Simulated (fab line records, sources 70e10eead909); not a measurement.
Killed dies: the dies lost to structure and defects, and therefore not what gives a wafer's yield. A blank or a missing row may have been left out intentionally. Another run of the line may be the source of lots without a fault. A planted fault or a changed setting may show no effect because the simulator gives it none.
Which tool did it? :: flow nand harc :: 69 wafers sampled from 23 lots at 1 step of a route of 1302

## WHAT THE GAUGES READ, wafer by wafer
NHARC_A_ONON_D2_THK_MEAS_34: measures by ellipsometry. Usual: 199.3 nm for thk nm, sd 2.7.
lot: L074
measured: day 13 06:01
on: film metro-01
thk nm (nm): 197.4 201.7 200.2
flag: 

lot: L076
measured: day 13 14:24
on: film metro-02
thk nm (nm): 197.2 199.5 200.2
flag: 

lot: L075
measured: day 13 14:29
on: film metro-02
thk nm (nm): 199.3 204.8 200.5
flag: 

lot: L078
measured: day 14 12:20
on: film metro-02
thk nm (nm): 199.8 200.0 200.6
flag: 

lot: L077
measured: day 14 12:26
on: film metro-02
thk nm (nm): 200.6 200.8 197.6
flag: 

lot: L079
measured: day 15 00:28
on: film metro-01
thk nm (nm): 193.6 197.4 200.7
flag: 

lot: L080
measured: day 15 00:42
on: film metro-02
thk nm (nm): 199.2 204.9 201.6
flag: 

lot: L082
measured: day 16 03:22
on: film metro-01
thk nm (nm): 199.3 200.3 204.0
flag: 

lot: L081
measured: day 16 03:23
on: film metro-02
thk nm (nm): 199.4 198.2 203.4
flag: 

lot: L083
measured: day 16 14:37
on: film metro-01
thk nm (nm): 196.6 201.6 203.0
flag: 

lot: L084
measured: day 17 04:58
on: film metro-01
thk nm (nm): 197.6 195.5 196.5
flag: 

lot: L085
measured: day 17 05:08
on: film metro-02
thk nm (nm): 197.1 196.8 201.8
flag: 

lot: L086
measured: day 17 16:07
on: film metro-01
thk nm (nm): 197.2 199.9 201.4
flag: 

lot: L088
measured: day 19 03:45
on: film metro-02
thk nm (nm): 194.4 199.9 200.5
flag: 

lot: L089
measured: day 19 03:46
on: film metro-01
thk nm (nm): 199.0 197.7 198.3
flag: 

lot: L090
measured: day 19 15:49
on: film metro-01
thk nm (nm): 196.2 200.7 201.8
flag: 

lot: L092
measured: day 20 09:08
on: film metro-01
thk nm (nm): 196.7 198.0 200.4
flag: 

lot: L091
measured: day 20 09:11
on: film metro-02
thk nm (nm): 193.9 197.0 198.9
flag: 

lot: L093
measured: day 20 14:54
on: film metro-01
thk nm (nm): 199.9 201.0 198.1
flag: 

lot: L094
measured: day 21 14:16
on: film metro-01
thk nm (nm): 195.6 198.8 201.5
flag: 

lot: L095
measured: day 21 21:19
on: film metro-02
thk nm (nm): 200.1 203.4 201.8
flag: 

lot: L097
measured: day 22 20:24
on: film metro-01
thk nm (nm): 197.5 197.6 198.9
flag: 

lot: L096
measured: day 22 20:28
on: film metro-02
thk nm (nm): 199.3 199.4 201.2
flag: 

## WHICH TOOL RAN EACH LOT (tool, then ch and the chambers of the sampled wafers, then the start)
The record shows no process step preceding these readings.

## AS READ BY THE TOOLS THEMSELVES (means over the sampled wafers that have a number; for cases with no such wafer, the mark the record gives instead)
The record holds no such reading with a usual standard deviation.

## THE ANSWER, worked out from the rows above alone
Rule: lot off if the mean of its wafers having a number is beyond 3 standard deviations from the usual mean. A lot without any number at a reading at which 4 lots or more have one is off too. Where the step has rows for the other lots, those lots are counted as sound. The gauges are gone through in route order, then the tools' own readings, and for those a lot's mean is taken as printed above. The first step at which some lot is off is used, and at that step the reading that is off furthest; a lot without a number counts as furthest.
No lot is off at any reading shown: from this, nothing can be told.

## WHAT THE SIMULATOR HAD PUT IN
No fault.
